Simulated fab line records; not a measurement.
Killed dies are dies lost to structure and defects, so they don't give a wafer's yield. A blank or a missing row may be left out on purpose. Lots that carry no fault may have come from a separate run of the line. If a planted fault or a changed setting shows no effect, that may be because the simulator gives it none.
Matching of chambers	flow n5 finfet	N5_BEOL_M2_ETCHBACK_99 on rie diel-01 has 4 sister chambers
The step etches SiO2 in CHF3, target depth 5 nm, time 10.4 s. 22 wafers are shown with their chamber, then 11 later ones without.

## EACH WAFER AND ITS CHAMBER
wafer	chamber	drypump motor current A (A)	throttle valve pct (%)	showerhead plenum p Torr (Torr)
L074.2	2	5.8	17.44	2.11
L074.4	0	5.1	16.75	2.10
L074.5	1	5.6	16.60	2.19
L077.2	3	5.2	17.06	2.11
L077.3	0	5.1	16.74	2.10
L077.6	2	5.8	17.44	2.11
L076.1	1	5.6	16.61	2.19
L076.2	2	5.8	17.43	2.11
L076.3	3	5.2	17.07	2.11
L079.1	1	5.6	16.61	2.19
L079.4	2	5.8	17.44	2.11
L079.6	2	5.8	17.46	2.11
L080.2	2	5.8	17.44	2.11
L080.3	0	5.1	16.77	2.10
L080.6	3	5.2	17.08	2.10
L087.2	1	5.6	16.67	2.18
L087.5	1	5.6	16.65	2.18
L087.6	2	5.8	17.47	2.11
L088.1	2	5.8	17.47	2.11
L088.2	0	5.0	16.80	2.09
L088.6	3	5.2	17.13	2.10
L089.1	3	5.2	17.12	2.10

SIGNATURES (means of the wafers above)
reading	chamber 0	chamber 1	chamber 2	chamber 3	scatter within a chamber
drypump motor current A	5.075	5.600	5.800	5.200	0.0204
throttle valve pct	16.7650	16.6280	17.4488	17.0920	0.0251
showerhead plenum p Torr	2.0975	2.1860	2.1100	2.1040	0.00418
Rule: a wafer lies at a distance from a chamber equal to the root of the sum of squares, over the readings, of (its reading less the chamber's mean, divided by the reading's scatter). The wafer belongs to the nearest chamber; if the next one is less than 2 further off, it can't be placed. The scatter: take each reading less its chamber's mean, square it, sum over the shown wafers, divide by the number of wafers less the number of chambers, and take the root.

## WAFERS WITH NO CHAMBER GIVEN
wafer	drypump motor current A (A)	throttle valve pct (%)	showerhead plenum p Torr (Torr)
L089.3	5.1	16.80	2.09
L089.5	5.2	17.13	2.09
L090.3	5.8	17.48	2.10
L090.4	5.5	16.67	2.18
L090.6	5.8	17.48	2.10
L091.1	5.1	16.80	2.09
L091.3	5.8	17.47	2.10
L091.5	5.6	16.68	2.18
L094.1	5.5	16.69	2.17
L094.5	5.2	17.13	2.09
L094.6	5.1	16.80	2.08

## CHAMBER TAKEN BY EACH
wafer	from the rows above	in truth
L089.3	0	0
L089.5	3	3
L090.3	2	2
L090.4	1	1
L090.6	2	2
L091.1	0	0
L091.3	2	2
L091.5	1	1
L094.1	1	1
L094.5	3	3
L094.6	0	0
Placed correctly: 11 of 11. From these rows, 0 cannot be placed. Wrongly placed: 0.
